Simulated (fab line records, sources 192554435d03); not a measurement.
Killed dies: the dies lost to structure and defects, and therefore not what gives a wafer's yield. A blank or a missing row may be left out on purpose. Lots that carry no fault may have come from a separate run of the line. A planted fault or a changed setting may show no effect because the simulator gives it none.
What tool caused it? + flow n5 finfet + 11 lots with 33 wafers sampled at 3 steps, on a route of 1938 steps

WHAT THE GAUGES SHOWED, per wafer
N5_MOL_CONTACT_COAG_CD_MEAS_137 targets a cd of 16 nm.
| lot  | measured     | on        | cd nm (nm)     |
|------|--------------|-----------|----------------|
| L077 | day 5 22:40  | cd sem-01 | 15.9 16.1 16.0 |
| L079 | day 6 12:26  | cd sem-02 | 16.7 16.0 15.8 |
| L081 | day 6 22:02  | cd sem-03 | 16.0 16.2 15.9 |
| L083 | day 7 13:58  | cd sem-03 | 15.6 15.5 15.5 |
| L085 | day 8 09:37  | cd sem-02 | 15.5 15.3 15.8 |
| L087 | day 8 14:13  | cd sem-01 | 15.8 16.1 16.1 |
| L089 | day 8 21:55  | cd sem-01 | 16.0 15.9 16.2 |
| L091 | day 9 11:52  | cd sem-03 | 15.9 15.9 15.8 |
| L093 | day 10 02:08 | cd sem-01 | 15.9 15.9 15.8 |
| L095 | day 10 15:31 | cd sem-01 | 15.5 15.8 15.9 |
| L097 | day 11 03:46 | cd sem-01 | 15.5 15.6 16.0 |

WHAT TOOL EACH LOT RAN ON (gives the tool, then ch and the chambers of the sampled wafers, and finally the start)
| lot  | N5_MOL_CONTACT_COAG_ETCH_90        | N5_MOL_CONTACT_COAG_STRIP_119        |
|------|------------------------------------|--------------------------------------|
| L077 | rie diel-05 ch 1,2,3, day 5 21:49  | plasma asher-01 ch 0,1, day 5 22:31  |
| L079 | rie diel-06 ch 0,1,3, day 6 11:34  | plasma asher-02 ch 0,1, day 6 12:17  |
| L081 | rie diel-06 ch 0,1, day 6 21:17    | plasma asher-02 ch 0,1, day 6 21:53  |
| L083 | rie diel-06 ch 0,1, day 7 13:11    | plasma asher-01 ch 0,1, day 7 13:50  |
| L085 | rie diel-02 ch 1,2, day 8 08:45    | plasma asher-02 ch 0,1, day 8 09:28  |
| L087 | rie diel-06 ch 0,2, day 8 13:28    | plasma asher-01 ch 0,1, day 8 14:04  |
| L089 | rie diel-02 ch 0,1,2, day 8 20:19  | plasma asher-01 ch 0, day 8 21:46    |
| L091 | rie diel-02 ch 1,2,3, day 9 11:06  | plasma asher-02 ch 0,1, day 9 11:43  |
| L093 | rie diel-05 ch 0,1,2, day 10 01:10 | plasma asher-02 ch 0,1, day 10 01:59 |
| L095 | rie diel-06 ch 0,1,2, day 10 14:29 | plasma asher-02 ch 0,1, day 10 15:22 |
| L097 | rie diel-02 ch 0,2,3, day 11 03:01 | plasma asher-02 ch 0,1, day 11 03:38 |
- N5_MOL_CONTACT_COAG_ETCH_90: etches SiARC in CF4, target depth 13 nm, time 21.7 s.
- N5_MOL_CONTACT_COAG_STRIP_119: strips in N2/H2, time 30 s.

THE ANSWER, worked out from the rows above alone
Rule: the lots themselves supply what counts as usual. The widest of any qualifying gaps counts: lots, ordered by their means at a reading, are off when they make up no more than a third of the lots, leave a main group of 4 or more, and stand apart from it by 3 or more times the standard deviation of that group's means. A main group whose means are all the same, to the digits that the tables above print for the reading, isn't used. Also off: a lot with no number at a reading for which 4 or more lots have one. Any other lot the step has rows for is counted as sound.
None of the lots is off at any reading shown; this tells nothing.

WHAT THE SIMULATOR HAD INSERTED
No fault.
